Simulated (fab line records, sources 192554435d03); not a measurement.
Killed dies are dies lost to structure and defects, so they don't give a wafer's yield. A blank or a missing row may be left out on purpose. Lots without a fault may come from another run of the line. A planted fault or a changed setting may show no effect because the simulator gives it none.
Chamber matching | flow n5_finfet | N5_BEOL_M8_CURE_75 on uv_cure-02: 3 sister chambers
The step cures SiCOH lowk, time 120 s. 3 wafers are shown with their chamber, then 10 later ones without.

WAFERS WITH THEIR CHAMBER
wafer  | chamber | wafer_temp_C_max
L084.6 | 1       | 371.9
L085.5 | 0       | 370.7
L090.2 | 2       | 371.2

WAFERS WITHOUT THEIR CHAMBER
wafer  | wafer_temp_C_max
L090.5 | 371.4
L092.1 | 371.4
L092.3 | 371.6
L092.4 | 371.2
L094.1 | 371.2
L094.2 | 371.5
L094.6 | 371.2
L097.1 | 371.1
L097.4 | 371.7
L097.6 | 371.2

WHICH CHAMBER EACH WENT THROUGH
wafer  | from the rows above     | in truth
L090.5 | can't be placed: 2 or 1 | 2
L092.1 | can't be placed: 2 or 1 | 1
L092.3 | can't be placed: 1 or 2 | 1
L092.4 | 2                       | 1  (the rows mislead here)
L094.1 | 2                       | 2
L094.2 | can't be placed: 2 or 1 | 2
L094.6 | 2                       | 2
L097.1 | can't be placed: 2 or 0 | 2
L097.4 | can't be placed: 1 or 2 | 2
L097.6 | 2                       | 2
Placed correctly: 3 of 10. Can't be placed from these rows: 6 (the true chamber is among the candidates in 6). Placed wrongly: 1.
How it was worked out, from the rows above alone: a wafer's distance from a chamber is the root of the sum, over the readings, of the square of ((its reading less the chamber's mean) divided by the reading's scatter). The wafer belongs to the nearest chamber; if the next one is less than 2 further off, it can't be placed. A chamber's mean is the mean of its shown wafers. The scatter: with one shown wafer a chamber, the root of the mean of the squares of how far each hidden wafer lies from its nearest shown one.
